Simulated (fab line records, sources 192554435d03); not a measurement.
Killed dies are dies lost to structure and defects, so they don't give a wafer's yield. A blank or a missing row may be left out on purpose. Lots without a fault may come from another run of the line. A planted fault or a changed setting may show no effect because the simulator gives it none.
Chamber matching | flow n5_finfet | N5_BEOL_M1_CO_CAP_55 on cvd_co-02: 3 sister chambers
The step material Co, precursor CCTBA/H2, target thk 2 nm, time 102.1 s. 3 wafers are shown with their chamber, then 12 later ones without.

WAFERS WITH THEIR CHAMBER
wafer  | chamber | heater_power_w (W)
L090.1 | 1       | 241
L090.2 | 2       | 233
L090.6 | 0       | 220

WAFERS WITHOUT THEIR CHAMBER
wafer  | heater_power_w (W)
L091.1 | 235
L091.4 | 234
L091.5 | 221
L096.1 | 234
L096.3 | 235
L096.5 | 249
L097.1 | 242
L097.2 | 222
L097.3 | 231
L097.4 | 234
L097.5 | 220
L097.6 | 231

WHICH CHAMBER EACH WENT THROUGH
wafer  | from the rows above     | in truth
L091.1 | can't be placed: 2 or 1 | 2
L091.4 | 2                       | 2
L091.5 | 0                       | 0
L096.1 | 2                       | 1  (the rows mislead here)
L096.3 | can't be placed: 2 or 1 | 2
L096.5 | 1                       | 1
L097.1 | 1                       | 1
L097.2 | 0                       | 0
L097.3 | 2                       | 2
L097.4 | 2                       | 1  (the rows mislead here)
L097.5 | 0                       | 0
L097.6 | 2                       | 2
Placed correctly: 8 of 12. Can't be placed from these rows: 2 (the true chamber is among the candidates in 2). Placed wrongly: 2.
How it was worked out, from the rows above alone: a wafer's distance from a chamber is the root of the sum, over the readings, of the square of ((its reading less the chamber's mean) divided by the reading's scatter). The wafer belongs to the nearest chamber; if the next one is less than 2 further off, it can't be placed. A chamber's mean is the mean of its shown wafers. The scatter: with one shown wafer a chamber, the root of the mean of the squares of how far each hidden wafer lies from its nearest shown one.
